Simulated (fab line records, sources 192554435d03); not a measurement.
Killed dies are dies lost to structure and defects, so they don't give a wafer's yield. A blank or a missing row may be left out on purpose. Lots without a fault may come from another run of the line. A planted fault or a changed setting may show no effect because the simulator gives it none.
fab line records | flow n5_finfet
record lots=7 wafers=21
route steps=1938 shown ZERO_LAYER@4 FIN_SAQP@120 DUMMY_GATE@224 SD_EPI_P@295 SDB@368
start_h: hours from the record's first day to the start of the lot's first wafer shown | wait_h: hours since the lot's step before | " the same as in the row above | L1.1+2: a row that stands for several wafers | - no value, or no start given | * or withheld: withheld | < > ~ a bound
route shown NAME@n: a module of which the file shows steps, and the number in the route of the first | usual: mean/standard deviation of fault-free wafers | same: alike in all rows | chamber/n: place in a boat | sites: the reading at each site | _std_site: their standard deviation | _edge_site: outer sites' mean less inner sites' | radius_mm: how far each site lies from the wafer's centre | mask NAME#n: copy n | behind: the tool/chamber that last shaped the wafer | hold: why the lot was held/for how many hours/how that ended | device: the transistor (n, p or np) that didn't switch | end of line: the same wafers' tests at the end of the route | a step without rows: its recipe alone | killed: dies lost to structure and defects at the first sort, not the wafer's yield | map: a wafer's dies, x killed, . not, _ none there
set.NAME: the setting as run; set.NAME@STEP: as run at that earlier step | model.NAME: the simulator's own value behind a step, which no gauge read
lots whose settings were changed on purpose; a table a step, a row a wafer
## steps
# step N5_ZERO_LAYER_PECVD_02
# recipe material=SiO2 target_thk_a=100 temp_c=400 precursor=SiH4/N2O pressure_torr=0.75 rf_w=275 time_s=6
# columns lot.wafer tool chamber start_h wait_h set.time_s model.SiO2_of_ZERO_LAYER_PECVD_02.thk_nm
L075.4 pecvd-03 1 18.31 0.1 6 9.928
L075.5 " 0 " " 6 10.03
L075.6 " 2 " " 6 9.974
L080.2 pecvd-02 1 48.28 0.0 6.291 10.47
L080.4 " 1 " " 6 10.22
L080.6 " 1 " " 6.291 10.73
L087.1 pecvd-03 2 90.28 0.0 6 10.23
L087.2 " 0 " " 6 9.94
L087.5 " 0 " " 5.524 9.361
L091.1 pecvd-03 2 114.29 0.0 5.12 8.23
L091.3 " 0 " " 6 9.688
L091.5 " 1 " " 5.12 8.317
L092.2 pecvd-04 2 120.28 0.0 5.508 9.213
L092.3 " 0 " " 6 10.16
L092.4 " 2 " " 6 10.22
L095.1 pecvd-03 0 138.28 0.0 6 9.897
L095.4 " 1 " " 6 9.984
L095.6 " 0 " " 6 10.02
L096.1 pecvd-04 2 144.28 0.0 6.7 11.17
L096.2 " 0 " " 6 10.07
L096.5 " 0 " " 6.7 11.32
# step N5_ZERO_LAYER_COAT_05
# recipe spin_rpm=1500 resist_thk_nm=1000
# columns lot.wafer tool chamber start_h wait_h set.spin_rpm model.coat_of_ZERO_LAYER_COAT_05.thk_nm
L075.4 litho_track-01 0 - - 1500 1002
L075.5 " 0 " " 1500 998.3
L075.6 " 0 " " 1587 972.9
L080.2 litho_track-01 0 - - 1500 1001
L080.4 " 0 " " 1500 1000
L080.6 " 0 " " 1500 998.8
L087.1 litho_track-01 0 - - 1500 1003
L087.2 " 0 " " 1500 1005
L087.5 " 0 " " 1628 961
L091.1 litho_track-01 0 - - 1388 1041
L091.3 " 0 " " 1500 1002
L091.5 " 0 " " 1500 1003
L092.2 litho_track-01 0 - - 1500 1006
L092.3 " 0 " " 1500 1003
L092.4 " 0 " " 1600 973
L095.1 litho_track-02 0 - - 1500 997.8
L095.4 " 0 " " 1500 999.4
L095.6 " 0 " " 1500 996.9
L096.1 litho_track-01 0 - - 1500 1003
L096.2 " 0 " " 1500 1002
L096.5 " 0 " " 1544 988.3
# step N5_ZERO_LAYER_EXPOSE_08
# recipe mask_id=ZERO na=0.55 source_shape=conventional sigma_outer=0.8 polarization=unpolarized defocus_nm=0 target_cd_nm=2000 dose_mj=16.2
# columns lot.wafer tool chamber start_h wait_h mask set.dose_mj
L075.4+5 krf_scanner-01 0 18.61 - ZERO#0 16.86
L075.6 " 0 " " ZERO#0 16.2
L080.2 krf_scanner-02 0 48.62 - ZERO#0 16.2
L080.4+6 " 0 " " ZERO#0 15.02
L087.1+2 krf_scanner-02 0 90.59 - ZERO#0 16.2
L087.5 " 0 " " ZERO#0 17.15
L091.1+3 krf_scanner-02 0 114.47 - ZERO#0 16.2
L091.5 " 0 " " ZERO#0 17.4
L092.2+4 krf_scanner-01 0 120.62 - ZERO#0 16.2
L092.3 " 0 " " ZERO#0 16.51
L095.1+4+6 krf_scanner-02 0 138.59 - ZERO#0 16.2
L096.1+2+5 krf_scanner-02 0 144.47 - ZERO#0 16.2
# step N5_ZERO_LAYER_DEVELOP_10
# recipe develop_time_s=60 rinse_liquid=diw dry=air_spin dev_temp_c=21
# columns lot.wafer tool chamber start_h wait_h set.develop_time_s set.spin_rpm@ZERO_LAYER_COAT_05 model.coat_of_ZERO_LAYER_COAT_05.thk_nm
L075.4 litho_track-02 0 - - 60 1500 987.8
L075.5 " 0 " " 60 1500 984.5
L075.6 " 0 " " 60 1587 959.1
L080.2 litho_track-01 0 - - 60 1500 987.4
L080.4 " 0 " " 68.45 1500 986.4
L080.6 " 0 " " 68.45 1500 984.8
L087.1 litho_track-01 0 - - 53.99 1500 989.8
L087.2 " 0 " " 60 1500 991.6
L087.5 " 0 " " 60 1628 947.3
L091.1 litho_track-01 0 - - 60 1388 1027
L091.3 " 0 " " 53.64 1500 988.1
L091.5 " 0 " " 60 1500 989.6
L092.2 litho_track-01 0 - - 50.9 1500 992.7
L092.3 " 0 " " 60 1500 989.2
L092.4 " 0 " " 60 1600 959.3
L095.1 litho_track-02 0 - - 60 1500 984.1
L095.4 " 0 " " 60 1500 985.7
L095.6 " 0 " " 60 1500 983.2
L096.1 litho_track-02 0 - - 65.05 1500 988.9
L096.2 " 0 " " 65.05 1500 988.2
L096.5 " 0 " " 65.05 1544 974.4
# step N5_ZERO_LAYER_HARDBAKE_23
# recipe temp_c=130 time_s=120
# step N5_ZERO_LAYER_CD_MEAS_11
# recipe target_cd_nm=2000 landing_energy_ev=500 detector=se_inlens
# usual cd_nm=2000.3/1.3
# columns lot.wafer tool chamber start_h wait_h set.dose_mj@ZERO_LAYER_EXPOSE_08 cd_nm
L075.4 cd_sem-01 0 18.77 - 16.86 2009.3
L075.5 " 0 " " 16.86 2009.2
L075.6 " 0 " " 16.2 2003.4
L080.2 cd_sem-01 0 48.79 - 16.2 2000.7
L080.4 " 0 " " 15.02 1988.7
L080.6 " 0 " " 15.02 1988.4
L087.1 cd_sem-01 0 90.77 - 16.2 1998.6
L087.2 " 0 " " 16.2 2000.0
L087.5 " 0 " " 17.15 2012.7
L091.1 cd_sem-01 0 114.65 - 16.2 1997.9
L091.3 " 0 " " 16.2 1997.3
L091.5 " 0 " " 17.4 2014.4
L092.2 cd_sem-02 0 120.79 - 16.2 1997.7
L092.3 " 0 " " 16.51 2003.9
L092.4 " 0 " " 16.2 2002.8
L095.1 cd_sem-01 0 138.77 - 16.2 2000.3
L095.4 " 0 " " 16.2 1998.8
L095.6 " 0 " " 16.2 1997.5
L096.1 cd_sem-01 0 144.64 - 16.2 2000.2
L096.2 " 0 " " 16.2 1998.6
L096.5 " 0 " " 16.2 2000.5
# step N5_ZERO_LAYER_DESCUM_16
# recipe chemistry=O2 time_s=7.9 source_power_w=50 bias_power_w=20 pressure_mtorr=20 rf_frequency_hz=2.712e+07 temp_c=40 o2_flow_sccm=225
# columns lot.wafer tool chamber start_h wait_h set.dose_mj@ZERO_LAYER_EXPOSE_08 model.ZERO_LAYER.cd_nm
L075.4+5 rie_diel-04 0 18.85 0.1 16.86 2009
L075.6 " 1 " " 16.2 2003
L080.2 rie_diel-02 2 48.83 0.0 16.2 2000
L080.4 " 0 " " 15.02 1989
L080.6 " 1 " " 15.02 1988
L087.1 rie_diel-05 1 90.82 0.0 16.2 1999
L087.2 " 0 " " 16.2 2000
L087.5 " 3 " " 17.15 2013
L091.1 rie_diel-05 0 115.07 0.4 16.2 1998
L091.3 " 3 " " 16.2 1997
L091.5 " 0 " " 17.4 2014
L092.2 rie_diel-05 3 120.83 0.0 16.2 1998
L092.3 " 2 " " 16.51 2004
L092.4 " 1 " " 16.2 2003
L095.1 rie_diel-02 2 138.80 0.0 16.2 2000
L095.4 " 2 " " 16.2 1999
L095.6 " 0 " " 16.2 1997
L096.1 rie_diel-04 0 144.85 0.2 16.2 2000
L096.2 " 1 " " 16.2 1999
L096.5 " 3 " " 16.2 2001
# step N5_ZERO_LAYER_ETCH_17
# recipe chemistry=CF4 target=SiO2 target_depth_a=120 time_s=13.3 ion_energy_ev=350 pressure_mtorr=40 source_w=450 bias_w=215 Ar_flow_sccm=100 cf4_flow_sccm=100
# step N5_ZERO_LAYER_ETCH_18
# recipe chemistry=HBr/Cl2 target=Si target_depth_a=1200 time_s=40 pressure_mtorr=10 icp_w=800 bias_w=75 HBr_flow_sccm=150 Cl2_flow_sccm=80
# step N5_ZERO_LAYER_STRIP_24
# recipe chemistry=O2 power_w=1000 temp_c=250 overash_fraction=0.3 pressure_mtorr=1000 o2_flow_sccm=6750
# usual strip_time_to_endpoint_s=43.85/0.09
# columns lot.wafer tool chamber start_h wait_h set.spin_rpm@ZERO_LAYER_COAT_05 strip_time_to_endpoint_s
L075.4 plasma_asher-02 0 19.08 0.1 1500 43.91
L075.5 " 0 " " 1500 43.82
L075.6 " 1 " " 1587 43.04
L080.2 plasma_asher-01 1 49.04 0.1 1500 43.86
L080.4 " 1 " " 1500 43.88
L080.6 " 0 " " 1500 43.82
L087.1 plasma_asher-01 1 91.03 0.1 1500 43.97
L087.2 " 0 " " 1500 44.06
L087.5 " 0 " " 1628 42.71
L091.1 plasma_asher-01 1 115.28 0.1 1388 45.03
L091.3 " 1 " " 1500 43.89
L091.5 " 1 " " 1500 43.95
L092.2 plasma_asher-01 1 121.04 0.1 1500 44.06
L092.3 " 1 " " 1500 43.94
L092.4 " 0 " " 1600 43.05
L095.1 plasma_asher-02 1 139.02 0.1 1500 43.82
L095.4 " 1 " " 1500 43.85
L095.6 " 0 " " 1500 43.75
L096.1 plasma_asher-01 1 145.12 0.1 1500 43.94
L096.2 " 0 " " 1500 43.90
L096.5 " 0 " " 1544 43.49
# step N5_FIN_SAQP_MANDREL_ETCH_22
# recipe target_depth_a=600 chemistry=HBr/Cl2 target=a-Si stop_on=SiNx bt_time_s=10 over_etch_frac=0.5 time_s=30 pressure_mtorr=10 icp_w=800 bias_w=75 HBr_flow_sccm=150 Cl2_flow_sccm=80 ends=end_point
# columns lot.wafer tool chamber start_h wait_h set.icp_w model.SOC_of_FIN_SAQP_COAT_49.thk_nm
L075.4 rie_si-02 0 28.40 0.0 800 76.96
L075.5 " 2 " " 800 76.45
L075.6 " 3 " " 800 76.67
L080.2 rie_si-02 3 60.60 0.0 800 76.31
L080.4 " 1 " " 800 75.73
L080.6 " 3 " " 800 76.5
L087.1 rie_si-01 0 100.16 0.0 800 76.21
L087.2 " 2 " " 800 76.16
L087.5 " 2 " " 800 76.37
L091.1 rie_si-01 3 125.23 0.0 800 76.22
L091.3 " 0 " " 800 76.61
L091.5 " 2 " " 708.4 77.68
L092.2 rie_si-01 1 130.40 0.0 691.2 77.33
L092.3 " 3 " " 800 76.01
L092.4 " 0 " " 691.2 77.71
L095.1 rie_si-05 0 149.19 0.0 800 76.18
L095.4 " 3 " " 800 75.97
L095.6 " 2 " " 800 75.93
L096.1 rie_si-05 3 155.45 0.0 800 76.22
L096.2 " 2 " " 895.1 75.1
L096.5 " 3 " " 895.1 74.88
# step N5_FIN_SAQP_SPACER1_ALD_24
# recipe material=SiO2 target_thk_a=203 temp_c=300 ald_precursor_family=BDEAS ald_co_reactant=O2-plasma pulse_time_s=1 purge_time_s=2 co_reactant_purge_time_s=2 ald_cycles=218 pressure_torr=2
# columns lot.wafer tool chamber start_h wait_h set.ald_cycles model.SiO2_of_FIN_SAQP_SPACER1_ALD_24.thk_nm
L075.4+5 ald_sin-02 0,2 29.57 0.5 208 19.4
L075.6 " 1 " " 218 20.2
L080.2+4+6 ald_sin-02 3,0,2 62.52 0.3 218 20.4
L087.1+5 ald_sin-03 1,0 100.97 0.3 218 20.2
L087.2 " 2 " " 218 20.4
L091.1+3 ald_sin-03 0,3 126.30 0.4 218 20.2
L091.5 " 2 " " 218 20.4
L092.2 ald_sin-01 3 131.20 0.3 218 20.2
L092.3 " 0 " " 218 20.4
L092.4 " 1 " " 202 18.8
L095.1+4 ald_sin-02 1,0 150.16 0.3 218 20.4
L095.6 " 0 " " 218 20.6
L096.1+5 ald_sin-01 1,3 156.25 0.3 218 20.4
L096.2 " 2 " " 243 22.6
# step N5_FIN_SAQP_SPACER1_ETCHBACK_25
# recipe chemistry=CHF3/O2 mode=anisotropic_etchback target=SiO2 target_depth_a=244 time_s=12.2 pressure_mtorr=30 source_w=650 bias_w=170 Ar_flow_sccm=200 CHF3_flow_sccm=50 O2_flow_sccm=5 ion_energy_ev=200
# step N5_FIN_SAQP_MANDREL1_REMOVE_56
# recipe chemistry=HBr/Cl2/O2 bt_time_s=10 target=a-Si stop_on=SiNx endpoint=OES-SiCl over_etch_frac=1 icp_w=600 bias_w=22 HBr_flow_sccm=150 Cl2_flow_sccm=80 O2_flow_sccm=5 pressure_mtorr=10
# columns lot.wafer tool chamber start_h wait_h set.ald_cycles@FIN_SAQP_SPACER1_ALD_24 model.FIN_SAQP.cd_nm
L075.4+5 rie_si-02 0,2 30.40 0.1 208 19.4
L075.6 " 3 " " 218 20.4
L080.2+4+6 rie_si-05 2,1,0 63.32 0.1 218 20.4
L087.1+2 rie_si-01 0,3 101.77 0.1 218 20.4
L087.5 " 0 " " 218 20.2
L091.1+3+5 rie_si-01 2,0,0 127.10 0.1 218 20.2
L092.2+3 rie_si-05 0,2 132.01 0.1 218 20.4
L092.4 " 3 " " 202 18.8
L095.1+4+6 rie_si-02 3,1,3 150.98 0.1 218 20.4
L096.1+5 rie_si-01 2,1 157.27 0.1 218 20.4
L096.2 " 1 " " 243 22.8
# step N5_FIN_SAQP_CD_MEAS_27
# recipe target_cd_nm=20 landing_energy_ev=1000 detector=se_inlens polarity=line
# usual cd_nm=20.31/0.22
# columns lot.wafer tool chamber start_h wait_h set.ald_cycles@FIN_SAQP_SPACER1_ALD_24 cd_nm
L075.4 cd_sem-02 0 30.52 0.1 208 19.44
L075.5 " 0 " " 208 19.42
L075.6 " 0 " " 218 20.51
L080.2 cd_sem-02 0 63.43 0.1 218 20.21
L080.4 " 0 " " 218 20.29
L080.6 " 0 " " 218 20.28
L087.1 cd_sem-02 0 101.88 0.1 218 20.09
L087.2 " 0 " " 218 20.17
L087.5 " 0 " " 218 20.54
L091.1 cd_sem-02 0 127.21 0.1 218 20.09
L091.3 " 0 " " 218 20.34
L091.5 " 0 " " 218 20.33
L092.2 cd_sem-01 0 132.12 0.1 218 20.34
L092.3 " 0 " " 218 19.87
L092.4 " 0 " " 202 18.77
L095.1 cd_sem-01 0 151.09 0.1 218 20.32
L095.4 " 0 " " 218 20.01
L095.6 " 0 " " 218 20.20
L096.1 cd_sem-02 0 157.38 0.1 218 20.31
L096.2 " 0 " " 243 22.78
L096.5 " 0 " " 218 20.40
# step N5_DUMMY_GATE_COAT_28
# recipe resist=underlayer temp_c=205 time_s=60 spin_rpm=1500 resist_thk_nm=10
# columns lot.wafer tool chamber start_h wait_h set.spin_rpm model.underlayer_of_DUMMY_GATE_COAT_28.thk_nm
L075.4+5+6 litho_track-04 0 - - 1454 10.2
L080.2+4+6 litho_track-02 0 - - 1500 10
L087.1 litho_track-04 0 - - 1434 10.2
L087.2+5 " 0 " " 1500 10
L091.1+5 litho_track-02 0 - - 1500 10
L091.3 " 0 " " 1602 9.6
L092.2 litho_track-01 0 - - 1641 9.6
L092.3+4 " 0 " " 1500 10
L095.1+4+6 litho_track-02 0 - - 1500 10
L096.1+2 litho_track-02 0 - - 1661 9.6
L096.5 " 0 " " 1500 10
# step N5_SD_EPI_P_COAT_34
# recipe resist=SOC temp_c=250 time_s=60 spin_rpm=1500 resist_thk_nm=350
# columns lot.wafer tool chamber start_h wait_h set.spin_rpm model.SOC_of_SD_EPI_P_COAT_34.thk_nm
L075.4 litho_track-04 0 61.70 0.0 1500 350
L075.5 " 0 " " 1635 334.4
L075.6 " 0 " " 1500 349.4
L080.2 litho_track-05 0 93.04 0.0 1500 352
L080.4 " 0 " " 1500 350.4
L080.6 " 0 " " 1500 351.2
L087.1 litho_track-05 0 129.74 0.0 1556 344.2
L087.2 " 0 " " 1556 343.4
L087.5 " 0 " " 1500 349.6
L091.1 litho_track-05 0 157.38 0.0 1500 352
L091.3+5 " 0 " " 1500 350.8
L092.2 litho_track-04 0 161.72 0.0 1500 350.6
L092.3 " 0 " " 1500 351
L092.4 " 0 " " 1500 350.4
L095.1 litho_track-05 0 180.10 0.0 1500 349
L095.4 " 0 " " 1500 350.4
L095.6 " 0 " " 1500 349.2
L096.1 litho_track-01 0 187.21 0.0 1500 349.4
L096.2 " 0 " " 1500 350.2
L096.5 " 0 " " 1500 348.8
# step N5_SD_EPI_P_EPI_21
# recipe material=SiGe:B dopant=B temp_c=550 pressure_torr=20 ambient=H2 time_s=355
# columns lot.wafer tool chamber start_h wait_h set.epi_growth_time_s model.SiGe-B_of_SD_EPI_P_EPI_21.thk_nm
L075.4 epi_rpcvd-01 0 66.36 1.5 355 61.2
L075.5 " 0 " " 355 61.8
L075.6 " 0 " " 355 60.8
L080.2 epi_rpcvd-03 0 95.21 0.5 355 62
L080.4 " 0 " " 355 61.6
L080.6 " 0 " " 385.7 65.2
L087.1+2+5 epi_rpcvd-02 0 131.54 0.1 382.5 63.4
L091.1 epi_rpcvd-02 0 159.39 0.1 355 61.4
L091.3 " 0 " " 355 60.8
L091.5 " 0 " " 366.2 62.8
L092.2 epi_rpcvd-01 0 164.58 0.9 372 62.6
L092.3 " 0 " " 372 63.4
L092.4 " 0 " " 372 63.2
L095.1+4 epi_rpcvd-01 0 182.07 0.3 355 60.2
L095.6 " 0 185.27 3.2 355 59.8
L096.1 epi_rpcvd-02 0 188.88 0.1 355 60.4
L096.2 " 0 " " 355 60.8
L096.5 " 0 190.32 1.5 355 60
# step N5_SD_EPI_P_HM_STRIP_48
# recipe chemistry=H3PO4 temp_c=160 material=SiNx target=SiNx target_depth_a=30 overetch_fraction=0.3
# columns lot.wafer tool chamber start_h wait_h set.epi_growth_time_s@SD_EPI_P_EPI_21 model.SiGe-B_of_SD_EPI_P_EPI_21.thk_nm
L075.4 wet_bench-05 6 67.87 0.0 355 61
L075.5 " 5 " " 355 61.6
L075.6 " 7 " " 355 60.6
L080.2 wet_bench-05 7 97.08 0.0 355 61.6
L080.4 " 5 " " 355 61.4
L080.6 " 0 " " 385.7 64.8
L087.1+2+5 wet_bench-05 6,5,3 133.78 0.0 382.5 63
L091.1 wet_bench-04 3 161.64 0.0 355 61.2
L091.3 " 7 " " 355 60.4
L091.5 " 4 " " 366.2 62.6
L092.2 wet_bench-05 2 167.85 0.0 372 62.2
L092.3+4 " 1,4 " " 372 63
L095.1+4 wet_bench-02 5,2 185.98 0.0 355 59.8
L095.6 " 6 " " 355 59.6
L096.1 wet_bench-02 1 191.12 0.0 355 60.2
L096.2 " 4 " " 355 60.4
L096.5 " 7 " " 355 59.6
# step N5_SDB_ETCH_25
# recipe chemistry=C4F6/O2 target=SiO2 target_depth_a=100 time_s=3.3 ion_energy_ev=250 mask_material=SiNx pressure_mtorr=30 source_w=345 bias_w=185 Ar_flow_sccm=300 C4F6_flow_sccm=10 O2_flow_sccm=10
# columns lot.wafer tool chamber start_h wait_h set.time_s model.etch.depth_nm
L075.4 rie_diel-03 3 78.40 0.1 3.3 9.811
L075.5 " 2 " " 3.3 10.11
L075.6 " 0 " " 2.987 9.034
L080.2 rie_diel-03 1 105.74 0.0 2.832 8.52
L080.4 " 0 " " 2.832 8.436
L080.6 " 0 " " 3.3 9.897
L087.1 rie_diel-01 1 142.49 0.1 2.75 8.471
L087.2 " 0 " " 3.3 10.07
L087.5 " 1 " " 2.75 8.434
L091.1 rie_diel-03 3 171.07 0.3 3.716 10.94
L091.3 " 0 " " 3.716 11.11
L091.5 " 1 " " 3.716 11.19
L092.2 rie_diel-06 0 176.76 0.2 3.3 9.964
L092.3 " 3 " " 2.927 8.991
L092.4 " 1 " " 2.927 8.92
L095.1 rie_diel-06 2 194.97 0.1 3.3 9.922
L095.4 " 0 " " 3.3 9.995
L095.6 " 3 " " 3.3 10.2
L096.1 rie_diel-01 2 201.47 0.0 2.812 8.526
L096.2+5 " 0,3 " " 3.3 10.08
## key
split step=N5_ZERO_LAYER_PECVD_02 setting=time_s stated=6 by=wafer
response step=N5_ZERO_LAYER_PECVD_02 reading=model.SiO2_of_ZERO_LAYER_PECVD_02.thk_nm change=+0.0993 per=1% r=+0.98
split step=N5_ZERO_LAYER_COAT_05 setting=spin_rpm stated=1500 by=wafer
response step=N5_ZERO_LAYER_COAT_05 reading=model.coat_of_ZERO_LAYER_COAT_05.thk_nm change=-4.94 per=1% r=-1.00
response step=N5_ZERO_LAYER_DEVELOP_10 reading=model.coat_of_ZERO_LAYER_COAT_05.thk_nm change=-4.95 per=1% r=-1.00
response step=N5_ZERO_LAYER_STRIP_24 reading=strip_time_to_endpoint_s change=* per=1% r=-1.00
split step=N5_ZERO_LAYER_EXPOSE_08 setting=dose_mj stated=16.2 by=wafer
response step=N5_ZERO_LAYER_CD_MEAS_11 reading=cd_nm change=+1.98 per=1% r=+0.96
response step=N5_ZERO_LAYER_DESCUM_16 reading=model.ZERO_LAYER.cd_nm change=+1.96 per=1% r=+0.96
split step=N5_ZERO_LAYER_DEVELOP_10 setting=develop_time_s stated=60 by=wafer
response none clear
split step=N5_FIN_SAQP_MANDREL_ETCH_22 setting=icp_w stated=800 by=wafer
response step=N5_FIN_SAQP_MANDREL_ETCH_22 reading=model.SOC_of_FIN_SAQP_COAT_49.thk_nm change=-0.108 per=1% r=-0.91
split step=N5_FIN_SAQP_SPACER1_ALD_24 setting=ald_cycles stated=218 by=wafer
response step=N5_FIN_SAQP_SPACER1_ALD_24 reading=model.SiO2_of_FIN_SAQP_SPACER1_ALD_24.thk_nm change=+0.193 per=1% r=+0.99
response step=N5_FIN_SAQP_MANDREL1_REMOVE_56 reading=model.FIN_SAQP.cd_nm change=+0.212 per=1% r=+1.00
response step=N5_FIN_SAQP_CD_MEAS_27 reading=cd_nm change=+0.207 per=1% r=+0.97
split step=N5_DUMMY_GATE_COAT_28 setting=spin_rpm stated=1500 by=wafer
response step=N5_DUMMY_GATE_COAT_28 reading=model.underlayer_of_DUMMY_GATE_COAT_28.thk_nm change=-0.0433 per=1% r=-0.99
split step=N5_SD_EPI_P_COAT_34 setting=spin_rpm stated=1500 by=wafer
response step=N5_SD_EPI_P_COAT_34 reading=model.SOC_of_SD_EPI_P_COAT_34.thk_nm change=-1.68 per=1% r=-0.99
split step=N5_SD_EPI_P_EPI_21 setting=epi_growth_time_s stated=355 by=wafer
response step=N5_SD_EPI_P_EPI_21 reading=model.SiGe-B_of_SD_EPI_P_EPI_21.thk_nm change=+0.41 per=1% r=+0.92
response step=N5_SD_EPI_P_HM_STRIP_48 reading=model.SiGe-B_of_SD_EPI_P_EPI_21.thk_nm change=+0.404 per=1% r=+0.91
split step=N5_SDB_ETCH_25 setting=time_s stated=3.3 by=wafer
response step=N5_SDB_ETCH_25 reading=model.etch.depth_nm change=+0.0987 per=1% r=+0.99
